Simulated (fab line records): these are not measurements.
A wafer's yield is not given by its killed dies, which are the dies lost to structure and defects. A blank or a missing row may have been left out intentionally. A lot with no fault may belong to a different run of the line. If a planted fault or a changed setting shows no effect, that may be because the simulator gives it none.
fab line records ; flow n5-finfet
[record] lots = 7; wafers = 21
route steps=1938 shown BEOL_M2@857 BEOL_M4@1023 BEOL_M6@1233 BEOL_M7@1293
start-h: hours from the record's first day to the start of the lot's first wafer shown ; wait-h: hours from the lot's prior step to this one ; " unchanged from the row above ; L1.1+2: several wafers, shown together as one row ; - either no value or no given start ; * or withheld: withheld ; < > ~ a bound
route shown NAME@n: NAME is a module with steps in the file, n the number in the route of the first one ; usual: the fault-free wafers' mean and standard deviation ; same: alike in all rows ; chamber/n: place in a boat ; sites: readings site by site ; _std_site: how widely they spread, as a standard deviation ; _edge_site: outer sites' mean less inner sites' ; radius-mm: how far each site lies from the wafer's centre ; mask NAME#n: copy n ; behind: the last tool/chamber to shape the wafer ; hold: reason for holding the lot/hours on hold/outcome of the hold ; device: names the non-switching transistor (n, p or np) ; end of line: tests of these same wafers at the route's end ; a step with no rows: only its recipe ; killed: at the first sort, the dies lost to defects and structure; wafer yield is something else ; map: a wafer's dies, x killed, . not, _ none there
set.NAME: the setting the step ran with; set.NAME@STEP: the setting that earlier step ran with ; model.NAME: the simulator's own value behind a step, which no gauge read
one table per step and one row per wafer, for lots whose settings were changed on purpose
[[steps]]
[step N5_BEOL_M2_DESCUM_16]
[recipe] chemistry = O2; time-s = 7; source-power-w = 50; bias-power-w = 20; pressure-mtorr = 20; rf-frequency-hz = 2.712e+07; temp-c = 40; resist = CAR-EUV; o2-flow-sccm = 225
lot.wafer;tool;chamber;start-h;wait-h;set.time-s;model.CAR-EUV_of_BEOL_M2_COAT_05.thk-nm
L076.3+5;rie-diel-02;1,3;147.61;0.0;7;26
L076.4;rie-diel-02;3;147.61;0.0;7.764;25.6
L077.1+4;rie-diel-02;2,1;152.13;0.0;7;26
L077.3;rie-diel-02;3;152.13;0.0;7;26.2
L078.1+6;rie-diel-04;2,3;152.65;0.3;6.003;26.6
L078.4;rie-diel-04;3;152.65;0.3;7;26.2
L079.1+2;rie-diel-02;2,1;159.66;0.3;6.312;26.4
L079.3;rie-diel-02;0;159.66;0.3;7;26
L083.3+6;rie-diel-04;3,2;187.22;0.0;7;26
L083.5;rie-diel-04;1;187.22;0.0;7;25.8
L085.1;rie-diel-04;0;195.55;0.1;7;26.2
L085.3+4;rie-diel-04;3,2;195.55;0.1;7;26
L092.2;rie-diel-05;3;251.18;0.2;7;26.2
L092.4+5;rie-diel-05;0,3;251.18;0.2;6.167;26.6
[step N5_BEOL_M2_ETCH_74]
[recipe] chemistry = N2/H2; target = underlayer; target-depth-a = 65; mask-material = CAR-EUV; time-s = 5.2; ion-energy-ev = 200; pressure-mtorr = 30; source-w = 840; bias-w = 150; n2-flow-sccm = 200; h2-flow-sccm = 200; ends = cleared
lot.wafer;tool;chamber;start-h;wait-h;set.dose-mj@BEOL_M2_EXPOSE_08;model.BEOL_M2.cd-offset-nm
L076.3;rie-diel-02;1;147.64;0.0;41.25;-0.2
L076.4+5;rie-diel-02;3;147.64;0.0;42.83;0.6
L077.1;rie-diel-02;2;152.16;0.0;41.25;-0.4
L077.3;rie-diel-02;3;152.16;0.0;41.25;0
L077.4;rie-diel-02;1;152.16;0.0;41.25;0.2
L078.1;rie-diel-04;2;152.69;0.0;42.7;0.4
L078.4;rie-diel-04;3;152.69;0.0;42.7;0.6
L078.6;rie-diel-04;3;152.69;0.0;41.25;0
L079.1;rie-diel-02;2;159.70;0.0;41.25;-0.4
L079.2;rie-diel-02;1;159.70;0.0;41.25;-0.2
L079.3;rie-diel-02;0;159.70;0.0;41.25;0.2
L083.3+6;rie-diel-04;3,2;187.25;0.0;41.25;0.2
L083.5;rie-diel-04;1;187.25;0.0;38.8;-1.4
L085.1;rie-diel-04;0;195.58;0.0;41.25;0.2
L085.3+4;rie-diel-04;3,2;195.58;0.0;41.25;0
L092.2;rie-diel-05;3;251.21;0.0;41.25;0.4
L092.4+5;rie-diel-05;0,3;251.21;0.0;41.25;0
[step N5_BEOL_M2_ETCH_63]
[recipe] chemistry = CF4; target = SiARC; target-depth-a = 156; mask-material = CAR-EUV; time-s = 26; ion-energy-ev = 80; pressure-mtorr = 40; source-w = 545; bias-w = 36; Ar_flow_sccm = 100; cf4-flow-sccm = 100; ends = cleared
lot.wafer;tool;chamber;start-h;wait-h;set.dose-mj@BEOL_M2_EXPOSE_08;model.BEOL_M2.cd-offset-nm
L076.3;rie-diel-02;1;147.66;0.0;41.25;-0.2
L076.4;rie-diel-02;3;147.66;0.0;42.83;0.8
L076.5;rie-diel-02;3;147.66;0.0;42.83;0.6
L077.1;rie-diel-02;2;152.18;0.0;41.25;-0.2
L077.3+4;rie-diel-02;3,1;152.18;0.0;41.25;0.2
L078.1;rie-diel-04;2;152.70;0.0;42.7;0.6
L078.4;rie-diel-04;3;152.70;0.0;42.7;0.8
L078.6;rie-diel-04;3;152.70;0.0;41.25;-0.2
L079.1;rie-diel-02;2;159.71;0.0;41.25;-0.4
L079.2;rie-diel-02;1;159.71;0.0;41.25;-0.2
L079.3;rie-diel-02;0;159.71;0.0;41.25;0
L083.3;rie-diel-04;3;187.27;0.0;41.25;0
L083.5;rie-diel-04;1;187.27;0.0;38.8;-1.4
L083.6;rie-diel-04;2;187.27;0.0;41.25;0.2
L085.1+3;rie-diel-04;0,3;195.60;0.0;41.25;0
L085.4;rie-diel-04;2;195.60;0.0;41.25;0.2
L092.2;rie-diel-05;3;251.23;0.0;41.25;0.4
L092.4;rie-diel-05;0;251.23;0.0;41.25;0.2
L092.5;rie-diel-05;3;251.23;0.0;41.25;0
[step N5_BEOL_M2_ETCH_64]
[recipe] chemistry = N2/H2; target = SOC; target-depth-a = 750; overetch-a = 225; mask-material = SiARC; temp-c = 40; time-s = 121.9; ion-energy-ev = 200; pressure-mtorr = 30; source-w = 840; bias-w = 150; n2-flow-sccm = 200; h2-flow-sccm = 200
lot.wafer;tool;chamber;start-h;wait-h;set.dose-mj@BEOL_M2_EXPOSE_08;model.BEOL_M2.cd-offset-nm
L076.3;rie-diel-02;1;147.69;0.0;41.25;-0.4
L076.4;rie-diel-02;3;147.69;0.0;42.83;0.4
L076.5;rie-diel-02;3;147.69;0.0;42.83;0.2
L077.1;rie-diel-02;2;152.21;0.0;41.25;-0.2
L077.3+4;rie-diel-02;3,1;152.21;0.0;41.25;0.2
L078.1+4;rie-diel-04;2,3;152.73;0.0;42.7;0.6
L078.6;rie-diel-04;3;152.73;0.0;41.25;-0.2
L079.1;rie-diel-02;2;159.74;0.0;41.25;-0.4
L079.2+3;rie-diel-02;1,0;159.74;0.0;41.25;-0.2
L083.3;rie-diel-04;3;187.30;0.0;41.25;-0.2
L083.5;rie-diel-04;1;187.30;0.0;38.8;-1.4
L083.6;rie-diel-04;2;187.30;0.0;41.25;0.2
L085.1;rie-diel-04;0;195.63;0.0;41.25;0.2
L085.3+4;rie-diel-04;3,2;195.63;0.0;41.25;0
L092.2+4;rie-diel-05;3,0;251.26;0.0;41.25;0.4
L092.5;rie-diel-05;3;251.26;0.0;41.25;0.2
[step N5_BEOL_M2_TRENCH_ETCH_37]
[recipe] chemistry = C4F6/O2; target-depth-a = 555.55; target = SiOC; time-s = 29.2; ion-energy-ev = 250; pressure-mtorr = 30; source-w = 355; bias-w = 185; Ar_flow_sccm = 300; C4F6_flow_sccm = 10; O2_flow_sccm = 10
[usual] rf-vpp-V = 669/11
lot.wafer;tool;chamber;start-h;wait-h;set.bias-w;rf-vpp-V
L076.3;rie-diel-05;2;-;-;185;655
L076.4;rie-diel-05;0;-;-;185;661
L076.5;rie-diel-05;0;-;-;174.9;631
L077.1;rie-diel-04;3;-;-;185;671
L077.3;rie-diel-04;0;-;-;185;690
L077.4;rie-diel-04;2;-;-;185;668
L078.1;rie-diel-05;1;-;-;167.9;615
L078.4;rie-diel-05;0;-;-;185;661
L078.6;rie-diel-05;3;-;-;167.9;620
L079.1;rie-diel-02;2;-;-;185;647
L079.2;rie-diel-02;3;-;-;208.8;759
L079.3;rie-diel-02;1;-;-;208.8;731
L083.3;rie-diel-05;1;-;-;185;665
L083.5;rie-diel-05;0;-;-;185;661
L083.6;rie-diel-05;1;-;-;210.5;736
L085.1;rie-diel-04;2;-;-;185;669
L085.3;rie-diel-04;0;-;-;185;687
L085.4;rie-diel-04;1;-;-;185;675
L092.2;rie-diel-05;0;-;-;210.2;727
L092.4;rie-diel-05;2;-;-;185;656
L092.5;rie-diel-05;1;-;-;210.2;732
[step N5_BEOL_M2_ETCH_41]
[recipe] chemistry = CH3F/O2; target = SiCN; target-depth-a = 299; taper-deg = 2; time-s = 52.5; ion-energy-ev = 120; mask-material = TiN; pressure-mtorr = 30; source-w = 395; bias-w = 75; Ar_flow_sccm = 150; CH3F_flow_sccm = 30; O2_flow_sccm = 20
[step N5_BEOL_M2_STRIP_97]
[recipe] chemistry = N2/H2; time-s = 10; power-w = 450; temp-c = 40; pressure-mtorr = 20; rf-frequency-hz = 6e+07; bias-power-w = 7; n2-flow-sccm = 200; h2-flow-sccm = 200
[step N5_BEOL_M2_PRECLEAN_42]
[recipe] chemistry = residue-remover; time-s = 60; temp-c = 40
[step N5_BEOL_M2_SRD_43]
[recipe] time-s = 30; temp-c = 23; rinse-liquid = diw; dry = ipa-marangoni
[step N5_BEOL_M2_CD_MEAS_35]
[recipe] target-cd-nm = 18; target-cd-y-nm = 22.2; polarity = opening
[usual] cd-nm = 18.0/0.36
lot.wafer;tool;chamber;start-h;wait-h;set.dose-mj@BEOL_M2_EXPOSE_08;cd-nm
L076.3;cd-sem-02;-;150.44;0.0;41.25;17.7
L076.4;cd-sem-02;-;150.44;0.0;42.83;18.4
L076.5;cd-sem-02;-;150.44;0.0;42.83;18.0
L077.1;cd-sem-02;-;158.56;0.0;41.25;17.9
L077.3;cd-sem-02;-;158.56;0.0;41.25;18.0
L077.4;cd-sem-02;-;158.56;0.0;41.25;17.8
L078.1;cd-sem-02;-;159.56;0.0;42.7;18.6
L078.4;cd-sem-02;-;159.56;0.0;42.7;18.5
L078.6;cd-sem-02;-;159.56;0.0;41.25;17.9
L079.1;cd-sem-02;-;163.69;0.0;41.25;17.4
L079.2;cd-sem-02;-;163.69;0.0;41.25;17.2
L079.3;cd-sem-02;-;163.69;0.0;41.25;17.5
L083.3;cd-sem-01;-;189.75;0.0;41.25;17.8
L083.5;cd-sem-01;-;189.75;0.0;38.8;16.3
L083.6;cd-sem-01;-;189.75;0.0;41.25;18.4
L085.1;cd-sem-02;-;204.85;0.0;41.25;18.0
L085.3;cd-sem-02;-;204.85;0.0;41.25;17.7
L085.4;cd-sem-02;-;204.85;0.0;41.25;18.6
L092.2;cd-sem-03;-;253.88;0.0;41.25;18.3
L092.4;cd-sem-03;-;253.88;0.0;41.25;18.3
L092.5;cd-sem-03;-;253.88;0.0;41.25;18.3
[step N5_BEOL_M4_PECVD_72]
[recipe] material = SiO2; target-thk-a = 160; temp-c = 400; precursor = TEOS/O2; pressure-torr = 5.5; rf-w = 450; teos-flow-sccm = 53.8; gas = O2; flow-sccm = 3000; time-s = 18
lot.wafer;tool;chamber;start-h;wait-h;set.time-s;model.SiO2_of_BEOL_M4_PECVD_72.thk-nm
L076.3;pecvd-01;1;162.74;0.0;16.75;14.8
L076.4+5;pecvd-01;0,1;162.74;0.0;16.75;15
L077.1;pecvd-01;1;170.44;0.0;18;15.6
L077.3;pecvd-01;2;170.44;0.0;18;15.8
L077.4;pecvd-01;2;170.44;0.0;18;16.4
L078.1;pecvd-02;1;172.29;0.0;18;15.8
L078.4;pecvd-02;1;172.29;0.0;18;16.4
L078.6;pecvd-02;2;172.29;0.0;19.94;17.8
L079.1;pecvd-03;0;183.84;0.0;19.14;16.6
L079.2;pecvd-03;2;183.84;0.0;18;15.4
L079.3;pecvd-03;1;183.84;0.0;18;15.6
L083.3;pecvd-03;2;205.41;0.0;15.46;13.6
L083.5;pecvd-03;0;205.41;0.0;18;16.2
L083.6;pecvd-03;2;205.41;0.0;15.46;14.2
L085.1;pecvd-01;0;217.48;0.0;15.66;13.6
L085.3;pecvd-01;1;217.48;0.0;18;15.8
L085.4;pecvd-01;0;217.48;0.0;15.66;14
L092.2;pecvd-01;1;268.56;0.0;16.73;14.8
L092.4;pecvd-01;0;268.56;0.0;18;15.8
L092.5;pecvd-01;1;268.56;0.0;18;16.2
[step N5_BEOL_M4_COAT_61]
[recipe] resist = SOC; temp-c = 250; time-s = 60; spin-rpm = 1500; resist-thk-nm = 60
lot.wafer;tool;chamber;start-h;wait-h;set.spin-rpm;model.SOC_of_BEOL_M4_COAT_61.thk-nm
L076.3+5;litho-track-01;0;163.57;0.1;1602;58.2
L076.4;litho-track-01;0;163.57;0.1;1500;60.2
L077.1+3+4;litho-track-03;0;173.47;0.1;1500;60.2
L078.1+4+6;litho-track-01;0;174.05;0.1;1398;62.4
L079.1;litho-track-02;0;185.24;0.1;1648;57.4
L079.2;litho-track-02;0;185.24;0.1;1500;60.2
L079.3;litho-track-02;0;185.24;0.1;1648;57.6
L083.3+5;litho-track-01;0;207.43;0.1;1421;61.8
L083.6;litho-track-01;0;207.43;0.1;1500;60
L085.1;litho-track-03;0;218.22;0.1;1552;59.2
L085.3;litho-track-03;0;218.22;0.1;1500;60
L085.4;litho-track-03;0;218.22;0.1;1500;60.2
L092.2+4;litho-track-03;0;270.75;0.1;1609;58.2
L092.5;litho-track-03;0;270.75;0.1;1500;60.2
[step N5_BEOL_M4_COAT_62]
[recipe] resist = SiARC; temp-c = 220; time-s = 60; spin-rpm = 1500; resist-thk-nm = 12
[step N5_BEOL_M4_COAT_73]
[recipe] resist = underlayer; temp-c = 205; time-s = 60; spin-rpm = 1500; resist-thk-nm = 5
[step N5_BEOL_M4_ETCH_74]
[recipe] chemistry = N2/H2; target = underlayer; target-depth-a = 65; mask-material = CAR-EUV; time-s = 5.2; ion-energy-ev = 200; pressure-mtorr = 30; source-w = 840; bias-w = 150; n2-flow-sccm = 200; h2-flow-sccm = 200; ends = cleared
[step N5_BEOL_M4_ETCH_63]
[recipe] chemistry = CF4; target = SiARC; target-depth-a = 156; mask-material = CAR-EUV; time-s = 26; ion-energy-ev = 80; pressure-mtorr = 40; source-w = 545; bias-w = 36; Ar_flow_sccm = 100; cf4-flow-sccm = 100; ends = cleared
[step N5_BEOL_M4_ETCH_64]
[recipe] chemistry = N2/H2; target = SOC; target-depth-a = 750; overetch-a = 225; mask-material = SiARC; temp-c = 40; time-s = 121.9; ion-energy-ev = 200; pressure-mtorr = 30; source-w = 840; bias-w = 150; n2-flow-sccm = 200; h2-flow-sccm = 200
lot.wafer;tool;chamber;start-h;wait-h;set.spin-rpm@BEOL_M4_COAT_61;model.etch.depth-nm
L076.3;rie-diel-05;0;164.46;0.0;1602;58.1
L076.4;rie-diel-05;3;164.46;0.0;1500;60.18
L076.5;rie-diel-05;3;164.46;0.0;1602;58.17
L077.1;rie-diel-02;3;173.99;0.0;1500;60.23
L077.3;rie-diel-02;0;173.99;0.0;1500;60.14
L077.4;rie-diel-02;2;173.99;0.0;1500;60.22
L078.1;rie-diel-04;1;174.52;0.0;1398;62.32
L078.4;rie-diel-04;2;174.52;0.0;1398;62.31
L078.6;rie-diel-04;3;174.52;0.0;1398;62.47
L079.1;rie-diel-04;2;185.84;0.0;1648;57.47
L079.2;rie-diel-04;1;185.84;0.0;1500;60.15
L079.3;rie-diel-04;0;185.84;0.0;1648;57.52
L083.3;rie-diel-05;1;208.08;0.0;1421;61.75
L083.5;rie-diel-05;1;208.08;0.0;1421;61.86
L083.6;rie-diel-05;0;208.08;0.0;1500;60.03
L085.1;rie-diel-05;0;218.94;0.0;1552;59.11
L085.3;rie-diel-05;1;218.94;0.0;1500;59.99
L085.4;rie-diel-05;0;218.94;0.0;1500;60.28
L092.2;rie-diel-04;1;271.45;0.0;1609;58.17
L092.4;rie-diel-04;2;271.45;0.0;1609;58.2
L092.5;rie-diel-04;2;271.45;0.0;1500;60.13
[step N5_BEOL_M4_STRIP_65]
[recipe] chemistry = N2/H2; temp-c = 40; n2-flow-sccm = 200; h2-flow-sccm = 200; rf-frequency-hz = 6e+07
[step N5_BEOL_M4_STRIP_75]
[recipe] chemistry = N2/H2; temp-c = 40; n2-flow-sccm = 200; h2-flow-sccm = 200; rf-frequency-hz = 6e+07
[step N5_BEOL_M4_STRIP_66]
[recipe] chemistry = CF4; resist = SiARC; power-w = 300; bias-power-w = 75; pressure-mtorr = 50; cf4-flow-sccm = 150; rf-frequency-hz = 6e+07
[step N5_BEOL_M4_HM_OPEN_17]
[recipe] chemistry = Cl2/BCl3; target-depth-a = 200; overetch-a = 60; target = TiN; mask-material = SOC; ion-energy-ev = 150; pressure-mtorr = 10; icp-w = 1000; bias-w = 126; Cl2_flow_sccm = 53.25; bcl3-flow-sccm = 21.75; Ar_flow_sccm = 25
lot.wafer;tool;chamber;start-h;wait-h;set.spin-rpm@BEOL_M4_COAT_61;model.SOC_of_BEOL_M4_COAT_61.thk-nm
L076.3;rie-metal-02;0;164.66;0.1;1602;50.2
L076.4;rie-metal-02;1;164.66;0.1;1500;52.6
L076.5;rie-metal-02;0;164.66;0.1;1602;50.4
L077.1+4;rie-metal-02;1;174.17;0.0;1500;52.8
L077.3;rie-metal-02;0;174.17;0.0;1500;52.2
L078.1+6;rie-metal-03;0;174.70;0.0;1398;54.8
L078.4;rie-metal-03;0;174.70;0.0;1398;54.6
L079.1;rie-metal-02;1;186.01;0.0;1648;50
L079.2;rie-metal-02;0;186.01;0.0;1500;52.4
L079.3;rie-metal-02;1;186.01;0.0;1648;50.2
L083.3+5;rie-metal-02;0;208.28;0.1;1421;54
L083.6;rie-metal-02;1;208.28;0.1;1500;52.6
L085.1;rie-metal-01;1;219.11;0.0;1552;51.2
L085.3;rie-metal-01;1;219.11;0.0;1500;52
L085.4;rie-metal-01;0;219.11;0.0;1500;52.4
L092.2+4;rie-metal-01;0,1;271.62;0.0;1609;50.2
L092.5;rie-metal-01;1;271.62;0.0;1500;52
[step N5_BEOL_M4_STRIP_19]
[recipe] chemistry = O2; power-w = 400; temp-c = 40; pressure-mtorr = 30; rf-frequency-hz = 6e+07; bias-power-w = 0; overash-fraction = 0.2; o2-flow-sccm = 225
[step N5_BEOL_M4_STRIP_97]
[recipe] chemistry = N2/H2; time-s = 10; power-w = 450; temp-c = 40; pressure-mtorr = 20; rf-frequency-hz = 6e+07; bias-power-w = 7; n2-flow-sccm = 200; h2-flow-sccm = 200
[step N5_BEOL_M4_HM_STRIP_39]
[recipe] chemistry = peroxide-tin-strip; material = TiN; target-depth-a = 250; temp-c = 50; time-s = 158
lot.wafer;tool;chamber;start-h;wait-h;set.time-s@BEOL_M4_PECVD_72;model.SiO2_of_BEOL_M4_PECVD_72.thk-nm
L076.3+4+5;wet-bench-05;3,0,6;166.19;0.0;16.75;14.8
L077.1;wet-bench-04;6;181.25;0.0;18;15.4
L077.3;wet-bench-04;1;181.25;0.0;18;15.6
L077.4;wet-bench-04;2;181.25;0.0;18;16.2
L078.1;wet-bench-01;5;182.11;0.0;18;15.6
L078.4;wet-bench-01;3;182.11;0.0;18;16.4
L078.6;wet-bench-01;0;182.11;0.0;19.94;17.6
L079.1;wet-bench-01;7;188.37;0.0;19.14;16.6
L079.2+3;wet-bench-01;0,3;188.37;0.0;18;15.4
L083.3;wet-bench-05;5;213.64;0.0;15.46;13.6
L083.5;wet-bench-05;2;213.64;0.0;18;16.2
L083.6;wet-bench-05;7;213.64;0.0;15.46;14
L085.1;wet-bench-05;4;223.03;0.0;15.66;13.4
L085.3;wet-bench-05;1;223.03;0.0;18;15.8
L085.4;wet-bench-05;2;223.03;0.0;15.66;13.8
L092.2;wet-bench-04;6;275.59;0.0;16.73;14.6
L092.4;wet-bench-04;7;275.59;0.0;18;15.8
L092.5;wet-bench-04;1;275.59;0.0;18;16.2
[step N5_BEOL_M6_ETCH_66]
[recipe] chemistry = N2/H2; target = SOC; target-depth-a = 800; overetch-a = 160; mask-material = SiARC; temp-c = 40; time-s = 120; ion-energy-ev = 200; pressure-mtorr = 30; source-w = 840; bias-w = 150; n2-flow-sccm = 200; h2-flow-sccm = 200
[usual] rf-vpp-V = 524.3/2.3
lot.wafer;tool;chamber;start-h;wait-h;set.source-w;rf-vpp-V;model.SiARC_of_BEOL_M6_COAT_64.thk-nm
L076.3;rie-diel-05;0;188.50;0.0;840;522.2;6.4
L076.4;rie-diel-05;3;188.50;0.0;771.2;543.2;6.6
L076.5;rie-diel-05;1;188.50;0.0;771.2;537.4;6.6
L077.1;rie-diel-04;0;203.52;0.0;840;522.4;6.2
L077.3;rie-diel-04;2;203.52;0.0;840;523.8;6.4
L077.4;rie-diel-04;3;203.52;0.0;840;527.5;6.4
L078.1;rie-diel-05;3;203.70;0.0;840;529.6;6.4
L078.4;rie-diel-05;2;203.70;0.0;758.7;544.0;7
L078.6;rie-diel-05;2;203.70;0.0;840;525.2;6.6
L079.1;rie-diel-04;3;216.49;0.0;948.2;504.1;6
L079.2;rie-diel-04;2;216.49;0.0;840;523.3;6.2
L079.3;rie-diel-04;1;216.49;0.0;840;525.3;6.2
L083.3;rie-diel-02;1;241.20;0.0;840;523.8;6.4
L083.5;rie-diel-02;1;241.20;0.0;840;524.8;6.6
L083.6;rie-diel-02;2;241.20;0.0;697.5;561.5;7.2
L085.1;rie-diel-04;3;244.71;0.0;974.1;500.1;6
L085.3;rie-diel-04;2;244.71;0.0;840;523.4;6.2
L085.4;rie-diel-04;0;244.71;0.0;974.1;498.2;5.8
L092.2;rie-diel-05;2;305.66;0.0;840;525.5;6.4
L092.4;rie-diel-05;0;305.66;0.0;840;520.9;6.4
L092.5;rie-diel-05;3;305.66;0.0;933.5;510.4;6.2
[step N5_BEOL_M7_EXPOSE_25]
[recipe] mask-id = V6; na = 0.33; source-shape = annular; sigma-inner = 0.4; sigma-outer = 0.8; polarization = unpolarized; target-cd-nm = 40; dose-mj = 42.5
lot.wafer;tool;chamber;start-h;wait-h;mask;set.dose-mj
L076.3;euv-scanner-02;0;200.29;-;V6#0;42.5
L076.4+5;euv-scanner-02;0;200.29;-;V6#0;45.56
L077.1+3+4;euv-scanner-02;0;210.75;-;V6#0;42.5
L078.1+4+6;euv-scanner-02;0;210.94;-;V6#0;43.68
L079.1+2+3;euv-scanner-02;0;226.12;-;V6#0;40.83
L083.3+5;euv-scanner-02;0;248.71;-;V6#0;39.72
L083.6;euv-scanner-02;0;248.71;-;V6#0;42.5
L085.1+3;euv-scanner-02;0;250.95;-;V6#0;45.41
L085.4;euv-scanner-02;0;250.95;-;V6#0;42.5
L092.2+4+5;euv-scanner-02;0;314.24;-;V6#0;40.3
[step N5_BEOL_M7_PEB_26]
[recipe] peb-temp-c = 100; peb-time-s = 60; resist = CAR-EUV
[step N5_BEOL_M7_DEVELOP_27]
[recipe] develop-time-s = 30; developer = TMAH; resist = CAR-EUV; rinse-liquid = surfactant-rinse; dry = air-spin; dev-temp-c = 23
[step N5_BEOL_M7_CD_MEAS_28]
[recipe] target-cd-nm = 40; landing-energy-ev = 500; detector = se-inlens
[usual] cd-nm = 39.92/0.26
lot.wafer;tool;chamber;start-h;wait-h;set.dose-mj@BEOL_M7_EXPOSE_25;cd-nm
L076.3;cd-sem-01;0;200.41;-;42.5;40.28
L076.4;cd-sem-01;0;200.41;-;45.56;41.42
L076.5;cd-sem-01;0;200.41;-;45.56;41.39
L077.1;cd-sem-01;0;210.89;-;42.5;39.83
L077.3;cd-sem-01;0;210.89;-;42.5;40.06
L077.4;cd-sem-01;0;210.89;-;42.5;39.67
L078.1;cd-sem-02;0;211.07;-;43.68;40.43
L078.4;cd-sem-02;0;211.07;-;43.68;40.58
L078.6;cd-sem-02;0;211.07;-;43.68;40.22
L079.1;cd-sem-02;0;226.25;-;40.83;39.12
L079.2;cd-sem-02;0;226.25;-;40.83;38.80
L079.3;cd-sem-02;0;226.25;-;40.83;38.86
L083.3;cd-sem-02;0;248.83;-;39.72;38.06
L083.5;cd-sem-02;0;248.83;-;39.72;38.59
L083.6;cd-sem-02;0;248.83;-;42.5;39.70
L085.1;cd-sem-02;0;251.08;-;45.41;41.24
L085.3;cd-sem-02;0;251.08;-;45.41;41.29
L085.4;cd-sem-02;0;251.08;-;42.5;39.55
L092.2;cd-sem-03;0;314.37;-;40.3;39.06
L092.4;cd-sem-03;0;314.37;-;40.3;39.10
L092.5;cd-sem-03;0;314.37;-;40.3;39.06
[[key]]
[split] step = N5_BEOL_M2_DESCUM_16; setting = time-s; stated = 7; by = wafer
[response] step = N5_BEOL_M2_DESCUM_16; reading = model.CAR-EUV_of_BEOL_M2_COAT_05.thk-nm; change = -0.0335; per = 1%; r = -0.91
[split] step = N5_BEOL_M2_TRENCH_ETCH_37; setting = bias-w; stated = 185; by = wafer
[response] step = N5_BEOL_M2_TRENCH_ETCH_37; reading = rf-vpp-V; change = +5.82; per = 1%; r = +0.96
[split] step = N5_BEOL_M4_PECVD_72; setting = time-s; stated = 18; by = wafer
[response] step = N5_BEOL_M4_PECVD_72; reading = model.SiO2_of_BEOL_M4_PECVD_72.thk-nm; change = +0.161; per = 1%; r = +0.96
[response] step = N5_BEOL_M4_HM_STRIP_39; reading = model.SiO2_of_BEOL_M4_PECVD_72.thk-nm; change = +0.169; per = 1%; r = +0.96
[split] step = N5_BEOL_M4_COAT_61; setting = spin-rpm; stated = 1500; by = wafer
[response] step = N5_BEOL_M4_COAT_61; reading = model.SOC_of_BEOL_M4_COAT_61.thk-nm; change = -0.285; per = 1%; r = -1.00
[response] step = N5_BEOL_M4_ETCH_64; reading = model.etch.depth-nm; change = -0.284; per = 1%; r = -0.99
[response] step = N5_BEOL_M4_HM_OPEN_17; reading = model.SOC_of_BEOL_M4_COAT_61.thk-nm; change = -0.264; per = 1%; r = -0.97
[split] step = N5_BEOL_M6_ETCH_66; setting = source-w; stated = 840; by = wafer
[response] step = N5_BEOL_M6_ETCH_66; reading = rf-vpp-V; change = -1.74; per = 1%; r = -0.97
[response] step = N5_BEOL_M6_ETCH_66; reading = model.SiARC_of_BEOL_M6_COAT_64.thk-nm; change = -0.0281; per = 1%; r = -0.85
[split] step = N5_BEOL_M7_EXPOSE_25; setting = dose-mj; stated = 42.5; by = wafer
[response] step = N5_BEOL_M7_CD_MEAS_28; reading = cd-nm; change = +0.203; per = 1%; r = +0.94
split outside-this-file step=N5_BEOL_M2_EXPOSE_08 setting=dose-mj
// split outside-this-file: this setting was split too, and the file shows its column; the key of that split is in another file
